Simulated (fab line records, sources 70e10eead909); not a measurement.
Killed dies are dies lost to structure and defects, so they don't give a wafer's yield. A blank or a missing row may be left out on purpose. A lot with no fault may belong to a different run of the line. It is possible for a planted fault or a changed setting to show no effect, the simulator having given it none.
Matching of chambers -- flow nand-harc -- NHARC_A_CHANNEL_FILL_D1_STRIP_28 on rie-diel-01: 4 sister chambers
The step strips in O2, time 20 s. 18 wafers are shown with their chamber, then 9 later ones without.

== EACH WAFER AND ITS CHAMBER ==
wafer,chamber,showerhead-plenum-p-Torr (Torr),oes-product-au (a.u.),rf-vpp-V (V)
L074.2,3,3.46,0.986,58.5
L074.5,0,3.50,1.018,56.2
L074.6,1,3.45,0.997,56.9
L075.1,2,3.31,1.004,59.2
L075.5,2,3.31,1.003,54.9
L075.6,3,3.46,0.998,57.8
L076.2,2,3.31,1.004,58.2
L076.4,1,3.45,0.995,56.9
L076.6,3,3.46,0.995,57.9
L080.1,2,3.31,1.002,56.6
L080.2,0,3.50,1.010,57.2
L080.5,1,3.45,0.999,58.2
L081.1,2,3.31,1.010,58.1
L081.4,1,3.45,1.004,57.7
L081.6,1,3.45,0.998,58.5
L085.1,0,3.50,1.000,57.4
L085.5,0,3.50,1.005,57.6
L085.6,3,3.45,0.987,58.0

SIGNATURES (averages over the wafers above)
reading,chamber 0,chamber 1,chamber 2,chamber 3,scatter within a chamber
showerhead-plenum-p-Torr,3.5000,3.4500,3.3100,3.4575,0.00231
oes-product-au,1.00825,0.99860,1.00460,0.99150,0.00511
rf-vpp-V,57.100,57.640,57.400,58.050,1.03
Rule: for each reading, subtract the chamber's mean from the wafer's reading, divide by that reading's scatter and square the result; add these up over the readings and take the root, which gives the wafer's distance from the chamber. The wafer belongs to the nearest chamber; if the next one is less than 2 further off, it can't be placed. The scatter is the square root of a quotient: the sum, over the shown wafers, of each reading's squared deviation from its chamber's mean, divided by wafers minus chambers.

== WAFERS WITH NO CHAMBER GIVEN ==
wafer,showerhead-plenum-p-Torr (Torr),oes-product-au (a.u.),rf-vpp-V (V)
L088.1,3.45,1.000,58.0
L088.2,3.31,1.001,57.7
L088.4,3.45,0.989,56.8
L096.2,3.44,1.000,57.1
L096.4,3.45,0.994,57.3
L096.6,3.31,0.989,56.9
L097.1,3.44,1.023,55.8
L097.3,3.50,1.000,59.6
L097.5,3.45,1.014,59.0

== WHICH CHAMBER EACH ONE RAN IN ==
wafer,from the rows above,in truth
L088.1,1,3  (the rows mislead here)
L088.2,2,2
L088.4,can't be placed: 1 or 3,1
L096.2,1,1
L096.4,1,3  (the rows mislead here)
L096.6,2,2
L097.1,1,1
L097.3,0,0
L097.5,1,1
6 of 9 placed correctly. Not placeable from these rows: 1 (in 1, the candidates include the true chamber). Placed wrongly: 2.
